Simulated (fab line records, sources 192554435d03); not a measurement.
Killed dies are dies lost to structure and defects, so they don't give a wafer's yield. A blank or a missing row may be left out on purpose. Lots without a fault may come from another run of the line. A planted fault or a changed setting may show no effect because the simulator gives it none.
Which tool did it? | flow n5_finfet | 11 lots, 31 wafers sampled, at 1 step of a route of 1938

WHAT THE GAUGES READ, wafer by wafer
N5_BEOL_M5_OVL_MEAS_29.
lot  | measured     | on         | V4_OVL (nm)
L141 | day 8 07:48  | overlay-01 | -0.3 0.2 -1.1
L140 | day 8 11:04  | overlay-02 | -0.6 -0.5 -0.7
L143 | day 8 23:18  | overlay-02 | -0.7 0.0 -0.2
L142 | day 9 05:31  | overlay-01 | -0.3 0.1 -1.0
L150 | day 10 15:15 | overlay-01 | -1.0 -0.6 -0.2
L152 | day 11 12:38 | overlay-02 | -0.2 -0.1 -0.2
L156 | day 12 01:47 | overlay-01 | -0.5 0.1 0.6
L159 | day 12 17:47 | overlay-01 | -0.3 0.4
L158 | day 12 21:57 | overlay-01 | -0.8 -0.5 -1.1
L162 | day 13 10:41 | overlay-01 | -1.2 -0.5
L163 | day 13 16:52 | overlay-01 | 0.1 -0.3 0.5

WHICH TOOL RAN EACH LOT (tool, then ch and the chambers of the sampled wafers, then the start)
The record holds no process step before these readings.

THE ANSWER, worked out from the rows above alone
Rule: what is usual is taken from the lots themselves. Put in order of their means at a reading, lots are off if they are a third of the lots or fewer, leave a main group of 4 or more, and stand apart from it by a gap of 3 or more times the standard deviation of the main group's means; of several such gaps the widest counts. A main group whose means are all the same, to the digits that the tables above print for the reading, isn't used. A lot without any number at a reading at which 4 lots or more have one is off too. The other lots that the step has rows for count as sound.
No lot is off at any reading shown: from this, nothing can be told.

WHAT THE SIMULATOR HAD PUT IN
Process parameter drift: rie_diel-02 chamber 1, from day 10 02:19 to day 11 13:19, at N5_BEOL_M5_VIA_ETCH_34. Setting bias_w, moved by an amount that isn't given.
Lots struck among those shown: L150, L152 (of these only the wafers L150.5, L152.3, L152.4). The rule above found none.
